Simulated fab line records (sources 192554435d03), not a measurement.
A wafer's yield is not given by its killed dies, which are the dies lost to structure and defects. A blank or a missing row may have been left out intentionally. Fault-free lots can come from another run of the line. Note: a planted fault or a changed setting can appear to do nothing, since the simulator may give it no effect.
fab line records	flow n5Finfet
record lots=7	wafers=21
route steps=1938 shown BEOL_M8@1370 BEOL_M9@1404 BEOL_M10@1488 BEOL_M11@1540 BEOL_M14@1743
startH: start of the lot's first displayed wafer, in hours after the record's first day	waitH: how many hours have passed since the lot's step before this one	" the same as in the row above	L1.1+2: several wafers, shown together as one row	- no value, or no start given	* or withheld: withheld	< > ~ a bound
route shown NAME@n: names a module that has steps shown in the file, with the first one's number in the route	usual: the fault-free wafers' mean and standard deviation	same: alike in all rows	chamber/n: place in a boat	sites: the reading at each site	_std_site: how widely they spread, as a standard deviation	_edge_site: inner sites' mean taken away from outer sites' mean	radiusMm: for every site, how far away it sits from the centre of the wafer	mask NAME#n: copy n	behind: the last tool/chamber to shape the wafer	hold: cause of the lot's hold/its duration in hours/its outcome	device: which transistor (n, p or np) failed to switch	end of line: the tests these same wafers got at the end of their route	where a step has no rows: the recipe by itself	killed: the dies lost at the first sort to structure and to defects; this is not the yield of the wafer	map: shows each die of a wafer: x if killed, . if not, _ if none is there
set.NAME: setting as actually run; set.NAME@STEP: the setting as run at that earlier step	model.NAME: the simulator's own value behind a step, which no gauge read
lots whose settings were changed on purpose; a table a step, a row a wafer
## steps
# step N5_BEOL_M8_ETCH_65
# recipe chemistry=CF4	target=SiARC	targetDepthA=156	maskMaterial=CAR-EUV	timeS=26	ionEnergyEv=80	pressureMtorr=40	sourceW=545	biasW=36	Ar_flow_sccm=100	cf4FlowSccm=100	ends=cleared
# usual etchRfOnTimeS=26.2/0.43	rfVppV=184.5/1.2
lot.wafer	tool	chamber	startH	waitH	set.sourceW	set.doseMj@BEOL_M8_EXPOSE_25	etchRfOnTimeS	rfVppV	model.BEOL_M8.cdNm
L076.2	rieDiel-04	1	271.27	0.0	545	40.88	26.4	183.6	39.2
L076.3	"	2	"	"	545	42.5	26.6	183.6	40
L076.4	"	0	"	"	545	42.5	25.6	184.5	40.2
L078.2	rieDiel-04	3	280.48	0.0	545	42.5	25.5	184.6	40
L078.3	"	1	"	"	545	42.5	26.2	184.2	40
L078.5	"	2	"	"	545	42.5	26.5	183.4	39.8
L080.1	rieDiel-02	3	295.23	0.0	621.1	42.5	23.4	174.6	40.2
L080.2	"	1	"	"	621.1	42.5	22.6	176.8	39.8
L080.3	"	2	"	"	545	39.51	25.7	185.0	38.6
L083.1	rieDiel-04	0	352.22	0.0	641.9	42.5	22.3	175.4	40.2
L083.3	"	2	"	"	641.9	41.14	22.2	174.3	39.4
L083.6	"	0	"	"	641.9	41.14	22.2	174.1	39.4
L084.2	rieDiel-02	1	352.50	0.0	640.1	42.5	22.5	175.4	40
L084.3	"	2	"	"	545	42.5	26.1	184.6	40
L084.4	"	3	"	"	545	42.5	27.1	183.2	40.2
L086.2	rieDiel-05	2	372.01	0.0	545	42.5	25.9	185.2	40.4
L086.4	"	0	"	"	450.5	42.5	31.2	198.8	40
L086.6	"	1	"	"	450.5	42.5	30.7	197.3	40.2
L097.3	rieDiel-05	2	408.38	0.0	545	45.16	25.8	185.5	41.4
L097.5	"	2	"	"	545	45.16	25.9	185.1	41.6
L097.6	"	1	"	"	545	42.5	26.2	186.5	40.4
# step N5_BEOL_M9_PECVD_70
# recipe material=SiO2	targetThkA=200	tempC=400	precursor=TEOS/O2	pressureTorr=5.5	rfW=450	teosFlowSccm=53.8	gas=O2	flowSccm=3000	timeS=22.7
lot.wafer	tool	chamber	startH	waitH	set.timeS	model.SiO2_of_BEOL_M9_PECVD_70.thkNm
L076.2	pecvd-02	1	276.76	0.0	22.7	19.6
L076.3	"	2	"	"	22.7	20.2
L076.4	"	1	"	"	25.87	23
L078.2+3	pecvd-01	2,0	283.95	0.0	22.7	20.2
L078.5	"	2	"	"	22.7	20.6
L080.1	pecvd-03	2	298.66	0.0	21.77	19
L080.2	"	0	"	"	21.77	18.8
L080.3	"	1	"	"	21.77	19.2
L083.1	pecvd-03	0	355.68	0.0	22.7	19.6
L083.3	"	1	"	"	20.15	17.6
L083.6	"	1	"	"	22.7	20.2
L084.2+3	pecvd-02	0,1	357.33	0.0	21.36	18.8
L084.4	"	0	"	"	21.36	19.2
L086.2	pecvd-02	2	375.66	0.0	22.7	19.6
L086.4	"	1	"	"	22.7	20
L086.6	"	2	"	"	25.44	22.2
L097.3	pecvd-02	1	413.11	0.0	22.7	20.2
L097.5	"	1	"	"	24.11	21.6
L097.6	"	0	"	"	22.7	20.4
# step N5_BEOL_M9_COAT_60
# recipe resist=SiARC	tempC=220	timeS=60	spinRpm=1500	resistThkNm=30
lot.wafer	tool	chamber	startH	waitH	set.spinRpm	model.SiARC_of_BEOL_M9_COAT_60.thkNm
L076.2	lithoTrack-02	0	-	-	1500	29.8
L076.3	"	0	"	"	1546	29.4
L076.4	"	0	"	"	1500	30
L078.2+3+5	lithoTrack-05	0	-	-	1500	30
L080.1	lithoTrack-03	0	-	-	1500	30.2
L080.2+3	"	0	"	"	1500	30
L083.1	lithoTrack-05	0	-	-	1500	30.2
L083.3+6	"	0	"	"	1360	31.8
L084.2	lithoTrack-05	0	-	-	1500	29.8
L084.3+4	"	0	"	"	1500	30
L086.2	lithoTrack-03	0	-	-	1500	30
L086.4+6	"	0	"	"	1630	28.8
L097.3	lithoTrack-03	0	-	-	1547	29.6
L097.5	"	0	"	"	1500	30
L097.6	"	0	"	"	1547	29.4
# step N5_BEOL_M9_COAT_05
# recipe resist=CAR-ArF	spinRpm=1500	resistThkNm=90
# step N5_BEOL_M9_EBR_07
# recipe solvent=PGMEA	ebrWidthMm=1.5
# step N5_BEOL_M9_DESCUM_16
# recipe chemistry=O2	timeS=7.9	sourcePowerW=50	biasPowerW=20	pressureMtorr=20	rfFrequencyHz=2.712e+07	tempC=40	resist=CAR-ArF	o2FlowSccm=225
# step N5_BEOL_M9_ETCH_61
# recipe chemistry=CF4	target=SiARC	targetDepthA=390	maskMaterial=CAR-ArF	timeS=65	ionEnergyEv=80	pressureMtorr=40	sourceW=545	biasW=36	Ar_flow_sccm=100	cf4FlowSccm=100	ends=cleared
lot.wafer	tool	chamber	startH	waitH	set.spinRpm@BEOL_M9_COAT_60	model.CAR-ArF_of_BEOL_M9_COAT_05.thkNm	model.etch.depthNm
L076.2	rieDiel-01	3	277.65	0.0	1500	55.8	29.88
L076.3	"	0	"	"	1546	56.4	29.47
L076.4	"	2	"	"	1500	55.8	30.01
L078.2+3	rieDiel-03	3,2	286.20	0.0	1500	55.2	30.06
L078.5	"	1	"	"	1500	55.2	30.1
L080.1	rieDiel-03	3	300.15	0.0	1500	55.6	30.1
L080.2	"	2	"	"	1500	55.4	30
L080.3	"	0	"	"	1500	55.6	30.05
L083.1	rieDiel-06	3	357.67	0.0	1500	55.2	30.23
L083.3	"	1	"	"	1360	53.8	31.76
L083.6	"	1	"	"	1360	53.8	31.73
L084.2	rieDiel-01	1	358.67	0.0	1500	55.2	29.88
L084.3	"	0	"	"	1500	55.4	29.92
L084.4	"	3	"	"	1500	55	29.98
L086.2	rieDiel-01	0	377.13	0.0	1500	55.4	29.99
L086.4	"	1	"	"	1630	56.4	28.82
L086.6	"	2	"	"	1630	56.4	28.86
L097.3	rieDiel-03	0	415.96	0.0	1547	56.2	29.57
L097.5	"	0	"	"	1500	55.4	30.05
L097.6	"	3	"	"	1547	55.8	29.49
# step N5_BEOL_M9_ETCH_62
# recipe chemistry=N2/H2	target=SOC	targetDepthA=1100	overetchA=220	maskMaterial=SiARC	tempC=40	timeS=165	ionEnergyEv=200	pressureMtorr=30	sourceW=840	biasW=150	n2FlowSccm=200	h2FlowSccm=200
lot.wafer	tool	chamber	startH	waitH	set.spinRpm@BEOL_M9_COAT_60	model.SiARC_of_BEOL_M9_COAT_60.thkNm
L076.2	rieDiel-01	3	277.70	0.0	1500	23.2
L076.3	"	0	"	"	1546	22.8
L076.4	"	2	"	"	1500	23.4
L078.2+3+5	rieDiel-03	3,2,1	286.25	0.0	1500	23.6
L080.1	rieDiel-03	3	300.20	0.0	1500	23.8
L080.2+3	"	2,0	"	"	1500	23.6
L083.1	rieDiel-06	3	357.72	0.0	1500	23.8
L083.3	"	1	"	"	1360	25.4
L083.6	"	1	"	"	1360	25.2
L084.2+3+4	rieDiel-01	1,0,3	358.72	0.0	1500	23.4
L086.2	rieDiel-01	0	377.18	0.0	1500	23.4
L086.4	"	1	"	"	1630	22.2
L086.6	"	2	"	"	1630	22.4
L097.3	rieDiel-03	0	416.01	0.0	1547	23
L097.5	"	0	"	"	1500	23.4
L097.6	"	3	"	"	1547	23.2
# step N5_BEOL_M10_ETCH_62
# recipe chemistry=N2/H2	target=SOC	targetDepthA=1100	overetchA=220	maskMaterial=SiARC	tempC=40	timeS=165	ionEnergyEv=200	pressureMtorr=30	sourceW=840	biasW=150	n2FlowSccm=200	h2FlowSccm=200
lot.wafer	tool	chamber	startH	waitH	set.timeS	model.SiARC_of_BEOL_M10_COAT_60.thkNm
L076.2+3	rieDiel-04	1,3	282.81	0.0	130.2	24.8
L076.4	"	2	"	"	165	23.6
L078.2+5	rieDiel-04	0,1	295.43	0.0	165	23.4
L078.3	"	1	"	"	165	23.6
L080.1+2	rieDiel-05	1,0	307.20	0.0	155.2	24
L080.3	"	2	"	"	165	23.6
L083.1	rieDiel-05	2	364.85	0.0	165	23.6
L083.3+6	"	3,1	"	"	146.7	24.4
L084.2+4	rieDiel-04	3,2	368.59	0.0	165	23.6
L084.3	"	1	"	"	197.5	22.4
L086.2	rieDiel-04	0	385.32	0.0	200.2	22
L086.4	"	0	"	"	165	23.6
L086.6	"	1	"	"	200.2	22.2
L097.3	rieDiel-05	0	425.68	0.0	134.1	24.6
L097.5	"	3	"	"	134.1	24.8
L097.6	"	2	"	"	165	23.4
# step N5_BEOL_M10_STRIP_68
# recipe chemistry=N2/H2	tempC=40	n2FlowSccm=200	h2FlowSccm=200	rfFrequencyHz=6e+07
# step N5_BEOL_M10_STRIP_67
# recipe chemistry=CF4	resist=SiARC	powerW=300	biasPowerW=75	pressureMtorr=50	cf4FlowSccm=150	rfFrequencyHz=6e+07
# step N5_BEOL_M10_HM_OPEN_17
# recipe chemistry=Cl2/BCl3	targetDepthA=200	overetchA=60	target=TiN	maskMaterial=SOC	ionEnergyEv=150	pressureMtorr=10	icpW=1000	biasW=126	Cl2_flow_sccm=53.25	bcl3FlowSccm=21.75	Ar_flow_sccm=25
lot.wafer	tool	chamber	startH	waitH	set.timeS@BEOL_M10_ETCH_62	model.etch.depthNm
L076.2	rieMetal-03	0	283.00	0.0	130.2	19.85
L076.3	"	0	"	"	130.2	19.73
L076.4	"	1	"	"	165	19.78
L078.2+5	rieMetal-01	0,1	295.61	0.0	165	19.91
L078.3	"	1	"	"	165	20.01
L080.1	rieMetal-02	1	307.38	0.0	155.2	20.2
L080.2	"	0	"	"	155.2	20.18
L080.3	"	0	"	"	165	20.26
L083.1	rieMetal-01	0	365.06	0.1	165	19.98
L083.3	"	0	"	"	146.7	20.08
L083.6	"	0	"	"	146.7	20.12
L084.2	rieMetal-03	0	368.78	0.0	165	19.47
L084.3	"	0	"	"	197.5	16.26
L084.4	"	1	"	"	165	19.56
L086.2	rieMetal-03	1	385.62	0.1	200.2	16.5
L086.4	"	0	"	"	165	19.68
L086.6	"	1	"	"	200.2	16.34
L097.3	rieMetal-02	1	425.90	0.1	134.1	20.09
L097.5	"	0	"	"	134.1	20.1
L097.6	"	1	"	"	165	20.12
# step N5_BEOL_M10_EXPOSE_25
# recipe maskId=V9	na=1.35	sourceShape=annular	sigmaInner=0.5	sigmaOuter=0.8	polarization=unpolarized	doseMj=85.5
lot.wafer	tool	chamber	startH	waitH	mask	set.doseMj
L076.2	arfiScanner-01	0	285.77	-	V9#0	79.96
L076.3+4	"	0	"	"	V9#0	85.5
L078.2+3+5	arfiScanner-01	0	296.53	-	V9#0	85.5
L080.1	arfiScanner-01	0	310.75	-	V9#0	82.96
L080.2+3	"	0	"	"	V9#0	85.5
L083.1+3+6	arfiScanner-03	0	366.85	-	V9#0	85.5
L084.2+3	arfiScanner-02	0	371.73	-	V9#0	85.5
L084.4	"	0	"	"	V9#0	82.02
L086.2+4+6	arfiScanner-01	0	386.53	-	V9#0	85.5
L097.3+5+6	arfiScanner-01	0	427.04	-	V9#0	85.5
# step N5_BEOL_M10_PEB_26
# recipe pebTempC=withheld	pebTimeS=60	resist=CAR-ArF
# step N5_BEOL_M10_DEVELOP_27
# recipe developTimeS=30	developer=TMAH	resist=CAR-ArF	rinseLiquid=diw	dry=airSpin	devTempC=23
# step N5_BEOL_M10_CD_MEAS_28
# recipe targetCdNm=70	landingEnergyEv=500	detector=seInlens	polarity=opening
# usual cdNm=69.9/0.84
lot.wafer	tool	chamber	startH	waitH	set.doseMj@BEOL_M10_EXPOSE_25	cdNm
L076.2	cdSem-03	0	285.90	-	79.96	63.6
L076.3	"	0	"	"	85.5	69.9
L076.4	"	0	"	"	85.5	69.7
L078.2	cdSem-03	0	296.65	-	85.5	71.0
L078.3	"	0	"	"	85.5	70.7
L078.5	"	0	"	"	85.5	69.9
L080.1	cdSem-03	0	310.88	-	82.96	67.3
L080.2	"	0	"	"	85.5	69.9
L080.3	"	0	"	"	85.5	69.6
L083.1	cdSem-03	0	366.98	-	85.5	70.0
L083.3	"	0	"	"	85.5	70.0
L083.6	"	0	"	"	85.5	70.5
L084.2	cdSem-03	0	371.85	-	85.5	69.0
L084.3	"	0	"	"	85.5	69.4
L084.4	"	0	"	"	82.02	66.6
L086.2	cdSem-03	0	386.65	-	85.5	70.0
L086.4	"	0	"	"	85.5	70.2
L086.6	"	0	"	"	85.5	70.1
L097.3	cdSem-01	0	427.16	-	85.5	68.6
L097.5	"	0	"	"	85.5	68.8
L097.6	"	0	"	"	85.5	69.2
# step N5_BEOL_M11_HM_DEP_02
# recipe material=TiN	targetThkA=200	tempC=25	chamberPressurePa=0.49996
lot.wafer	tool	chamber	startH	waitH	set.targetThkA	model.TiN_of_BEOL_M11_HM_DEP_02.thkNm
L076.2	pvdSputter-01	-	291.64	1.3	200	19.8
L076.3	"	-	"	"	192.9	19.4
L076.4	"	-	"	"	200	20
L078.2+3+5	pvdSputter-01	-	301.47	0.0	200	19.8
L080.1+2	pvdSputter-02	-	314.47	0.2	179.3	17.6
L080.3	"	-	"	"	200	19.6
L083.1	pvdSputter-02	-	372.17	1.6	200	19.6
L083.3+6	"	-	"	"	200	19.8
L084.2	pvdSputter-03	-	379.09	1.6	200	20.2
L084.3	"	-	"	"	223.3	22.8
L084.4	"	-	"	"	200	20.4
L086.2+6	pvdSputter-03	-	390.85	0.1	200	20
L086.4	"	-	"	"	200	20.2
L097.3+5	pvdSputter-03	-	434.22	0.5	200	20
L097.6	"	-	"	"	200	20.2
# step N5_BEOL_M11_COAT_59
# recipe resist=SOC	tempC=250	timeS=60	spinRpm=1500	resistThkNm=100
# step N5_BEOL_M11_COAT_60
# recipe resist=SiARC	tempC=220	timeS=60	spinRpm=1500	resistThkNm=30
# step N5_BEOL_M11_STRIP_68
# recipe chemistry=N2/H2	tempC=40	n2FlowSccm=200	h2FlowSccm=200	rfFrequencyHz=6e+07
# step N5_BEOL_M11_STRIP_67
# recipe chemistry=CF4	resist=SiARC	powerW=300	biasPowerW=75	pressureMtorr=50	cf4FlowSccm=150	rfFrequencyHz=6e+07
# step N5_BEOL_M11_HM_OPEN_17
# recipe chemistry=Cl2/BCl3	targetDepthA=200	overetchA=60	target=TiN	maskMaterial=SOC	ionEnergyEv=150	pressureMtorr=10	icpW=1000	biasW=126	Cl2_flow_sccm=53.25	bcl3FlowSccm=21.75	Ar_flow_sccm=25
lot.wafer	tool	chamber	startH	waitH	set.targetThkA@BEOL_M11_HM_DEP_02	model.etch.depthNm
L076.2	rieMetal-03	0	292.49	0.0	200	19.74
L076.3	"	1	"	"	192.9	19.32
L076.4	"	0	"	"	200	19.93
L078.2	rieMetal-01	1	302.33	0.0	200	19.8
L078.3	"	1	"	"	200	19.84
L078.5	"	1	"	"	200	19.88
L080.1	rieMetal-02	0	315.42	0.0	179.3	17.58
L080.2	"	1	"	"	179.3	17.55
L080.3	"	0	"	"	200	19.53
L083.1	rieMetal-01	1	373.33	0.0	200	19.65
L083.3	"	0	"	"	200	19.84
L083.6	"	1	"	"	200	19.85
L084.2	rieMetal-03	0	379.82	0.0	200	20.16
L084.3	"	1	"	"	223.3	22.72
L084.4	"	0	"	"	200	20.34
L086.2	rieMetal-01	1	391.70	0.0	200	20
L086.4	"	1	"	"	200	20.15
L086.6	"	1	"	"	200	19.91
L097.3	rieMetal-03	0	435.10	0.1	200	20.01
L097.5	"	1	"	"	200	19.95
L097.6	"	0	"	"	200	20.17
# step N5_BEOL_M11_ETCH_41
# recipe chemistry=CH3F/O2	target=SiCN	targetDepthA=426	taperDeg=2	timeS=86	ionEnergyEv=120	maskMaterial=TiN	pressureMtorr=30	sourceW=395	biasW=75	Ar_flow_sccm=150	CH3F_flow_sccm=30	O2_flow_sccm=20
lot.wafer	tool	chamber	startH	waitH	set.timeS	model.etch.depthNm
L076.2	rieDiel-06	1	-	-	86	32.68
L076.3	"	0	"	"	68.27	25.45
L076.4	"	1	"	"	86	32.73
L078.2	rieDiel-03	3	-	-	86	32.35
L078.3	"	2	"	"	86	32.68
L078.5	"	2	"	"	86	32.46
L080.1	rieDiel-03	0	-	-	86	32.34
L080.2	"	2	"	"	97.4	36.87
L080.3	"	3	"	"	86	31.9
L083.1+3	rieDiel-06	1,2	-	-	72.16	27.2
L083.6	"	1	"	"	72.16	27.42
L084.2	rieDiel-03	1	-	-	86	32.6
L084.3	"	3	"	"	69.65	25.86
L084.4	"	0	"	"	69.65	26.3
L086.2	rieDiel-01	2	-	-	86	32.67
L086.4	"	3	"	"	86	33.41
L086.6	"	2	"	"	86	32.56
L097.3	rieDiel-01	3	-	-	86	33.13
L097.5	"	2	"	"	86	32.38
L097.6	"	3	"	"	86	33.25
# step N5_BEOL_M14_PEB_26
# recipe pebTempC=130	pebTimeS=90
lot.wafer	tool	chamber	startH	waitH	set.pebTempC
L076.2	lithoTrack-03	0	309.29	0.0	131.3
L076.3+4	"	0	"	"	130
L078.2+3+5	lithoTrack-02	0	317.32	0.0	130
L080.1+2	lithoTrack-05	0	334.38	0.1	130
L080.3	"	0	"	"	127.8
L083.1+3	lithoTrack-03	0	390.39	0.1	130
L083.6	"	0	"	"	127.7
L084.2+3	lithoTrack-05	0	398.12	0.0	130
L084.4	"	0	"	"	127.1
L086.2+4	lithoTrack-05	0	413.15	0.0	130
L086.6	"	0	"	"	128
L097.3+5+6	lithoTrack-03	0	455.12	0.0	130
# step N5_BEOL_M14_DEVELOP_27
# recipe developTimeS=45	rinseLiquid=diw	dry=airSpin	devTempC=21
# step N5_BEOL_M14_HARDBAKE_32
# recipe tempC=130	timeS=120
# step N5_BEOL_M14_CD_MEAS_28
# recipe targetCdNm=284.4	landingEnergyEv=500	detector=seInlens
# usual cdNm=284.4/1.6
lot.wafer	tool	chamber	startH	waitH	set.pebTempC@BEOL_M14_PEB_26	cdNm
L076.2	cdSem-03	0	309.41	-	131.3	291.1
L076.3	"	0	"	"	130	284.5
L076.4	"	0	"	"	130	283.2
L078.2	cdSem-01	0	317.44	-	130	283.9
L078.3	"	0	"	"	130	283.8
L078.5	"	0	"	"	130	284.6
L080.1	cdSem-02	0	334.49	-	130	286.9
L080.2	"	0	"	"	130	287.3
L080.3	"	0	"	"	127.8	276.1
L083.1	cdSem-01	0	390.51	-	130	285.6
L083.3	"	0	"	"	130	285.7
L083.6	"	0	"	"	127.7	273.2
L084.2	cdSem-01	0	398.24	-	130	286.0
L084.3	"	0	"	"	130	283.9
L084.4	"	0	"	"	127.1	269.8
L086.2	cdSem-03	0	413.27	-	130	281.7
L086.4	"	0	"	"	130	279.8
L086.6	"	0	"	"	128	272.4
L097.3	cdSem-03	0	455.24	-	130	282.0
L097.5	"	0	"	"	130	281.7
L097.6	"	0	"	"	130	284.0
# step N5_BEOL_M14_DESCUM_33
# recipe chemistry=O2	timeS=7.9	sourcePowerW=50	biasPowerW=20	pressureMtorr=20	rfFrequencyHz=2.712e+07	tempC=40	o2FlowSccm=225
lot.wafer	tool	chamber	startH	waitH	set.pebTempC@BEOL_M14_PEB_26	model.BEOL_M14.cdNm
L076.2	rieDiel-02	2	309.49	0.0	131.3	291.2
L076.3	"	0	"	"	130	284.8
L076.4	"	1	"	"	130	282.8
L078.2	rieDiel-04	2	317.53	0.0	130	283.6
L078.3	"	3	"	"	130	284
L078.5	"	1	"	"	130	285
L080.1	rieDiel-04	1	334.71	0.2	130	286.8
L080.2	"	2	"	"	130	287.4
L080.3	"	0	"	"	127.8	276
L083.1+3	rieDiel-04	0,3	390.62	0.1	130	285.4
L083.6	"	2	"	"	127.7	273.2
L084.2	rieDiel-04	3	398.47	0.2	130	285.8
L084.3	"	2	"	"	130	283.8
L084.4	"	2	"	"	127.1	269.4
L086.2	rieDiel-04	2	413.35	0.0	130	281.6
L086.4	"	3	"	"	130	280.2
L086.6	"	2	"	"	128	272.4
L097.3	rieDiel-02	0	455.79	0.5	130	282.2
L097.5	"	2	"	"	130	281.8
L097.6	"	1	"	"	130	284.2
# step N5_BEOL_M14_ETCH_67
# recipe chemistry=CF4	target=SiARC	targetDepthA=1430	timeS=238.3	ionEnergyEv=80	pressureMtorr=40	sourceW=545	biasW=36	Ar_flow_sccm=100	cf4FlowSccm=100	ends=cleared
lot.wafer	tool	chamber	startH	waitH	set.pebTempC@BEOL_M14_PEB_26	model.BEOL_M14.cdNm
L076.2	rieDiel-02	2	309.53	0.0	131.3	286.8
L076.3	"	0	"	"	130	280
L076.4	"	1	"	"	130	278.4
L078.2	rieDiel-04	2	317.56	0.0	130	279.4
L078.3	"	3	"	"	130	279.8
L078.5	"	1	"	"	130	281.2
L080.1	rieDiel-04	1	334.75	0.0	130	282.6
L080.2	"	2	"	"	130	283.4
L080.3	"	0	"	"	127.8	271.6
L083.1+3	rieDiel-04	0,3	390.66	0.0	130	281.4
L083.6	"	2	"	"	127.7	268.6
L084.2	rieDiel-04	3	398.51	0.0	130	281
L084.3	"	2	"	"	130	278.8
L084.4	"	2	"	"	127.1	264.4
L086.2	rieDiel-04	2	413.39	0.0	130	276.6
L086.4	"	3	"	"	130	275.6
L086.6	"	2	"	"	128	267.8
L097.3	rieDiel-02	0	455.83	0.0	130	277.4
L097.5	"	2	"	"	130	278
L097.6	"	1	"	"	130	280.2
## key
split step=N5_BEOL_M8_ETCH_65	setting=sourceW	stated=545	by=wafer
response step=N5_BEOL_M8_ETCH_65	reading=etchRfOnTimeS	change=*	per=1%	r=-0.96
response step=N5_BEOL_M8_ETCH_65	reading=rfVppV	change=-0.625	per=1%	r=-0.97
split step=N5_BEOL_M9_PECVD_70	setting=timeS	stated=22.7	by=wafer
response step=N5_BEOL_M9_PECVD_70	reading=model.SiO2_of_BEOL_M9_PECVD_70.thkNm	change=+0.21	per=1%	r=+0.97
split step=N5_BEOL_M9_COAT_60	setting=spinRpm	stated=1500	by=wafer
response step=N5_BEOL_M9_COAT_60	reading=model.SiARC_of_BEOL_M9_COAT_60.thkNm	change=-0.157	per=1%	r=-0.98
response step=N5_BEOL_M9_ETCH_61	reading=model.CAR-ArF_of_BEOL_M9_COAT_05.thkNm	change=+0.14	per=1%	r=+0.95
response step=N5_BEOL_M9_ETCH_61	reading=model.etch.depthNm	change=-0.15	per=1%	r=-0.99
response step=N5_BEOL_M9_ETCH_62	reading=model.SiARC_of_BEOL_M9_COAT_60.thkNm	change=-0.143	per=1%	r=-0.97
split step=N5_BEOL_M10_ETCH_62	setting=timeS	stated=165	by=wafer
response step=N5_BEOL_M10_ETCH_62	reading=model.SiARC_of_BEOL_M10_COAT_60.thkNm	change=-0.0649	per=1%	r=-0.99
response step=N5_BEOL_M10_HM_OPEN_17	reading=model.etch.depthNm	shape=bent	atLowest=19.79	atStated=19.87	atHighest=16.42
split step=N5_BEOL_M10_EXPOSE_25	setting=doseMj	stated=85.5	by=wafer
response step=N5_BEOL_M10_CD_MEAS_28	reading=cdNm	change=+0.865	per=1%	r=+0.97
split step=N5_BEOL_M11_HM_DEP_02	setting=targetThkA	stated=200	by=wafer
response step=N5_BEOL_M11_HM_DEP_02	reading=model.TiN_of_BEOL_M11_HM_DEP_02.thkNm	change=+0.202	per=1%	r=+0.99
response step=N5_BEOL_M11_HM_OPEN_17	reading=model.etch.depthNm	change=+0.2	per=1%	r=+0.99
split step=N5_BEOL_M11_ETCH_41	setting=timeS	stated=86	by=wafer
response step=N5_BEOL_M11_ETCH_41	reading=model.etch.depthNm	change=+0.35	per=1%	r=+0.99
split step=N5_BEOL_M14_PEB_26	setting=pebTempC	stated=130	by=wafer
response step=N5_BEOL_M14_CD_MEAS_28	reading=cdNm	change=+6.6	per=1%	r=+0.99
response step=N5_BEOL_M14_DESCUM_33	reading=model.BEOL_M14.cdNm	change=+6.64	per=1%	r=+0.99
response step=N5_BEOL_M14_ETCH_67	reading=model.BEOL_M14.cdNm	change=+6.76	per=1%	r=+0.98
split outsideThisFile step=N5_BEOL_M8_EXPOSE_25 setting=doseMj
# split outsideThisFile: this setting was split too, and the file shows its column; the key of that split is in another file
